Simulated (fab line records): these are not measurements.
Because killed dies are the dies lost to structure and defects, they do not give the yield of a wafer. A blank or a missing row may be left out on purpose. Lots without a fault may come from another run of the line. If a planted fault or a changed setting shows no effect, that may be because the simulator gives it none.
Split-lot trial    flow n5 finfet    route with 1938 steps; 7 lots, 21 wafers read

ABOUT THE SPLIT
At N5_MOL_CONTACT_COAG_CVD_140 (deposits W, target thk 66.5 nm, time 215 s), the setting target thk a was moved away from the recipe's 665 angstrom on 5 of the 21 wafers read, by -6.1% to +8.2%. This setting was run at the recipe's value on the other wafers.

Reading taken at the split's own step.

THE READING
W_of_MOL_CONTACT_COAG_CVD_140.thk nm (the simulator's own value, which no gauge read), in nm, at N5_MOL_CONTACT_COAG_CVD_140 (deposits W, target thk 66.5 nm, time 215 s). The file gives no usual value for it. Here, 16 wafers ran the recipe; their average is 66.2 nm with a standard deviation of 1.1 nm.

wafer   tool, chamber at the split  target thk a as run, angstrom  against the recipe  W_of_MOL_CONTACT_COAG_CVD_140.thk nm, nm  against lot-mates on the recipe
L079.2  cvd w-01, 1                 665                            recipe              65.8                                      -
L079.5  cvd w-01, 1                 719.8                          +8.2%               71.4                                      +5.6
L079.6  cvd w-01, 0                 719.8                          +8.2%               72.2                                      +6.4
L081.1  cvd w-01, 0                 665                            recipe              65.2                                      -
L081.3  cvd w-01, 0                 665                            recipe              66                                        -
L081.5  cvd w-01, 1                 665                            recipe              65                                        -
L083.1  cvd w-01, 1                 665                            recipe              66                                        -
L083.3  cvd w-01, 1                 665                            recipe              65.6                                      -
L083.4  cvd w-01, 0                 665                            recipe              66.6                                      -
L084.2  cvd w-01, 0                 665                            recipe              66                                        -
L084.5  cvd w-01, 0                 665                            recipe              66.6                                      -
L084.6  cvd w-01, 1                 665                            recipe              65.4                                      -
L091.2  cvd w-02, 0,1               665                            recipe              65.8                                      -
L091.6  cvd w-02, 0,1               665                            recipe              65.8                                      -
L091.4  cvd w-02, 0                 707.7                          +6.4%               69.6                                      +3.8
L094.1  cvd w-01, 1                 624.2                          -6.1%               61.4                                      -3.4
L094.2  cvd w-01, 0                 624.2                          -6.1%               62.2                                      -2.6
L094.3  cvd w-01, 1                 665                            recipe              64.8                                      -
L095.1  cvd w-02, 0                 665                            recipe              68.4                                      -
L095.3  cvd w-02, 0                 665                            recipe              68.4                                      -
L095.2  cvd w-02, 1                 665                            recipe              68.2                                      -
The file does not say which wafer passed through which chamber wherever a row lists several chambers: such a row stands for several wafers.

THE FIT
A straight line over all 21 wafers: W_of_MOL_CONTACT_COAG_CVD_140.thk nm changes by +0.668 nm for each +1% of target thk a; r = +0.91; the points scatter about the line by 1.1 nm.
The same after taking each lot's own level away (the mean of its wafers on the recipe; 21 wafers): +0.628 nm for each +1%; r = +0.98; scatter 0.51 nm.
According to that fit, moving target thk a by its largest amount changes the reading by 5.2 nm.
Measured against the standard deviation above, the lots' own levels, which go from 64.80 to 68.33 nm, span 3.2 times it.
So the lot-to-lot level changes the slope little: the two slopes agree.
Check: with one of the wafers moved furthest among these (+8.2%) left out of the fit, the line predicts +5.21 nm for it against its lot-mates. It came out at +5.6 nm against them.

ADDITIONAL SPLITS CARRIED BY THESE WAFERS
These wafers also went through other splits before the reading. Each is held against what the fit with the lots' levels taken away leaves over:
other split on the same wafers    wafers away from the commonest value  r with W_of_MOL_CONTACT_COAG_CVD_140.thk nm (lot level and that fit taken away)
N5_FIN_SAQP_EXPOSE_13 dose mj     8                                     -0.06
N5_DUMMY_GATE_PECVD_30 time s     8                                     +0.17
N5_HKMG_FIN_HK_ALD_01 ald cycles  7                                     +0.21
N5_HKMG_FIN_COAT_85 spin rpm      3                                     +0.30

THE FILE'S OWN FIT
W_of_MOL_CONTACT_COAG_CVD_140.thk nm changes by +0.628 nm for each +1% of target thk a, r = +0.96.
